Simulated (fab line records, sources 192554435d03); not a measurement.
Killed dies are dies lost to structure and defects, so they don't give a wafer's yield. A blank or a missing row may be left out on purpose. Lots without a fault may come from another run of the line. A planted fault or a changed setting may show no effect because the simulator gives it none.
Chamber matching | flow n5_finfet | N5_BEOL_M1_ILD_DEP_00 on pecvd-02: 3 sister chambers
The step deposits SiOC from DEMS/O2, target thk 79 nm, time 15.3 s. 3 wafers are shown with their chamber, then 10 later ones without.

WAFERS WITH THEIR CHAMBER
wafer  | chamber | throttle_valve_pct (%)
L087.5 | 2       | 13.0
L090.1 | 0       | 11.1
L090.3 | 1       | 11.9

WAFERS WITHOUT THEIR CHAMBER
wafer  | throttle_valve_pct (%)
L090.6 | 10.8
L092.2 | 12.1
L092.3 | 11.3
L092.6 | 11.2
L094.3 | 11.1
L094.5 | 12.2
L094.6 | 10.9
L095.2 | 11.6
L095.4 | 11.9
L095.5 | 11.9

WHICH CHAMBER EACH WENT THROUGH
wafer  | from the rows above     | in truth
L090.6 | 0                       | 0
L092.2 | 1                       | 1
L092.3 | can't be placed: 0 or 1 | 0
L092.6 | 0                       | 0
L094.3 | 0                       | 0
L094.5 | 1                       | 1
L094.6 | 0                       | 0
L095.2 | can't be placed: 1 or 0 | 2
L095.4 | 1                       | 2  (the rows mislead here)
L095.5 | 1                       | 1
Placed correctly: 7 of 10. Can't be placed from these rows: 2 (the true chamber is among the candidates in 1). Placed wrongly: 1.
How it was worked out, from the rows above alone: a wafer's distance from a chamber is the root of the sum, over the readings, of the square of ((its reading less the chamber's mean) divided by the reading's scatter). The wafer belongs to the nearest chamber; if the next one is less than 2 further off, it can't be placed. A chamber's mean is the mean of its shown wafers. The scatter: with one shown wafer a chamber, the root of the mean of the squares of how far each hidden wafer lies from its nearest shown one.
